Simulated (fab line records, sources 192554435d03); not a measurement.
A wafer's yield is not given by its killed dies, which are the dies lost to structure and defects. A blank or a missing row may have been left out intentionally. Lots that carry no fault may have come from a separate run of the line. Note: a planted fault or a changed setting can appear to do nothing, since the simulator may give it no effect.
Chamber matching || flow n5-finfet || rie-diel-04 running N5_MOL_CONTACT_COAG_ETCHBACK_134: 4 sister chambers
The step etches SiO2 in CHF3, target depth 10 nm, time 6.7 s. 16 wafers are shown with their chamber, then 8 later ones without.

## WAFERS PAIRED WITH THEIR CHAMBERS
{"wafer": "L074.1", "chamber": 2, "showerhead-plenum-p-Torr (Torr)": 2.34, "throttle-valve-pct (%)": 18.56, "oes-product-au (a.u.)": 0.92}
{"wafer": "L074.2", "chamber": 1, "showerhead-plenum-p-Torr (Torr)": 2.47, "throttle-valve-pct (%)": 18.94, "oes-product-au (a.u.)": 0.71}
{"wafer": "L074.3", "chamber": 3, "showerhead-plenum-p-Torr (Torr)": 2.27, "throttle-valve-pct (%)": 18.63, "oes-product-au (a.u.)": 0.71}
{"wafer": "L075.3", "chamber": 3, "showerhead-plenum-p-Torr (Torr)": 2.27, "throttle-valve-pct (%)": 18.65, "oes-product-au (a.u.)": 0.71}
{"wafer": "L075.4", "chamber": 1, "showerhead-plenum-p-Torr (Torr)": 2.47, "throttle-valve-pct (%)": 18.97, "oes-product-au (a.u.)": 0.72}
{"wafer": "L075.6", "chamber": 1, "showerhead-plenum-p-Torr (Torr)": 2.47, "throttle-valve-pct (%)": 18.95, "oes-product-au (a.u.)": 0.72}
{"wafer": "L077.3", "chamber": 2, "showerhead-plenum-p-Torr (Torr)": 2.33, "throttle-valve-pct (%)": 18.56, "oes-product-au (a.u.)": 0.93}
{"wafer": "L077.4", "chamber": 3, "showerhead-plenum-p-Torr (Torr)": 2.27, "throttle-valve-pct (%)": 18.65, "oes-product-au (a.u.)": 0.71}
{"wafer": "L077.6", "chamber": 2, "showerhead-plenum-p-Torr (Torr)": 2.33, "throttle-valve-pct (%)": 18.57, "oes-product-au (a.u.)": 0.91}
{"wafer": "L079.3", "chamber": 0, "showerhead-plenum-p-Torr (Torr)": 2.27, "throttle-valve-pct (%)": 18.84, "oes-product-au (a.u.)": 0.71}
{"wafer": "L079.4", "chamber": 3, "showerhead-plenum-p-Torr (Torr)": 2.26, "throttle-valve-pct (%)": 18.66, "oes-product-au (a.u.)": 0.71}
{"wafer": "L079.6", "chamber": 3, "showerhead-plenum-p-Torr (Torr)": 2.26, "throttle-valve-pct (%)": 18.64, "oes-product-au (a.u.)": 0.72}
{"wafer": "L083.1", "chamber": 2, "showerhead-plenum-p-Torr (Torr)": 2.33, "throttle-valve-pct (%)": 18.58, "oes-product-au (a.u.)": 0.88}
{"wafer": "L083.2", "chamber": 0, "showerhead-plenum-p-Torr (Torr)": 2.27, "throttle-valve-pct (%)": 18.86, "oes-product-au (a.u.)": 0.70}
{"wafer": "L083.5", "chamber": 0, "showerhead-plenum-p-Torr (Torr)": 2.27, "throttle-valve-pct (%)": 18.85, "oes-product-au (a.u.)": 0.70}
{"wafer": "L087.1", "chamber": 0, "showerhead-plenum-p-Torr (Torr)": 2.26, "throttle-valve-pct (%)": 18.87, "oes-product-au (a.u.)": 0.70}

SIGNATURES, as means of the wafers listed above
{"reading": "showerhead-plenum-p-Torr", "chamber 0": 2.2675, "chamber 1": 2.4700, "chamber 2": 2.3325, "chamber 3": 2.2660, "scatter within a chamber": 0.00474}
{"reading": "throttle-valve-pct", "chamber 0": 18.8550, "chamber 1": 18.9533, "chamber 2": 18.5675, "chamber 3": 18.6460, "scatter within a chamber": 0.0121}
{"reading": "oes-product-au", "chamber 0": 0.7025, "chamber 1": 0.7167, "chamber 2": 0.9100, "chamber 3": 0.7120, "scatter within a chamber": 0.0116}
Rule: a wafer's distance from a chamber is the root of the sum, over the readings, of the square of ((its reading less the chamber's mean) divided by the reading's scatter). The wafer belongs to the nearest chamber; if the next one is less than 2 further off, it can't be placed. The scatter: the root of (the sum of the squares of (reading less its chamber's mean) over the shown wafers, divided by (wafers less chambers)).

## WAFERS MISSING THEIR CHAMBER
{"wafer": "L087.2", "showerhead-plenum-p-Torr (Torr)": 2.46, "throttle-valve-pct (%)": 18.98, "oes-product-au (a.u.)": 0.69}
{"wafer": "L087.6", "showerhead-plenum-p-Torr (Torr)": 2.27, "throttle-valve-pct (%)": 18.88, "oes-product-au (a.u.)": 0.70}
{"wafer": "L090.2", "showerhead-plenum-p-Torr (Torr)": 2.26, "throttle-valve-pct (%)": 18.70, "oes-product-au (a.u.)": 0.69}
{"wafer": "L090.3", "showerhead-plenum-p-Torr (Torr)": 2.46, "throttle-valve-pct (%)": 19.00, "oes-product-au (a.u.)": 0.71}
{"wafer": "L090.4", "showerhead-plenum-p-Torr (Torr)": 2.32, "throttle-valve-pct (%)": 18.61, "oes-product-au (a.u.)": 0.88}
{"wafer": "L091.1", "showerhead-plenum-p-Torr (Torr)": 2.46, "throttle-valve-pct (%)": 19.00, "oes-product-au (a.u.)": 0.69}
{"wafer": "L091.3", "showerhead-plenum-p-Torr (Torr)": 2.25, "throttle-valve-pct (%)": 18.70, "oes-product-au (a.u.)": 0.69}
{"wafer": "L091.4", "showerhead-plenum-p-Torr (Torr)": 2.26, "throttle-valve-pct (%)": 18.88, "oes-product-au (a.u.)": 0.69}

## THE CHAMBER EACH PASSED THROUGH
{"wafer": "L087.2", "from the rows above": 1, "in truth": 1}
{"wafer": "L087.6", "from the rows above": 0, "in truth": 0}
{"wafer": "L090.2", "from the rows above": 3, "in truth": 3}
{"wafer": "L090.3", "from the rows above": 1, "in truth": 1}
{"wafer": "L090.4", "from the rows above": 2, "in truth": 2}
{"wafer": "L091.1", "from the rows above": 1, "in truth": 1}
{"wafer": "L091.3", "from the rows above": 3, "in truth": 3}
{"wafer": "L091.4", "from the rows above": 0, "in truth": 0}
Placed correctly: 8 of 8. From these rows, 0 cannot be placed. 0 placed wrongly.
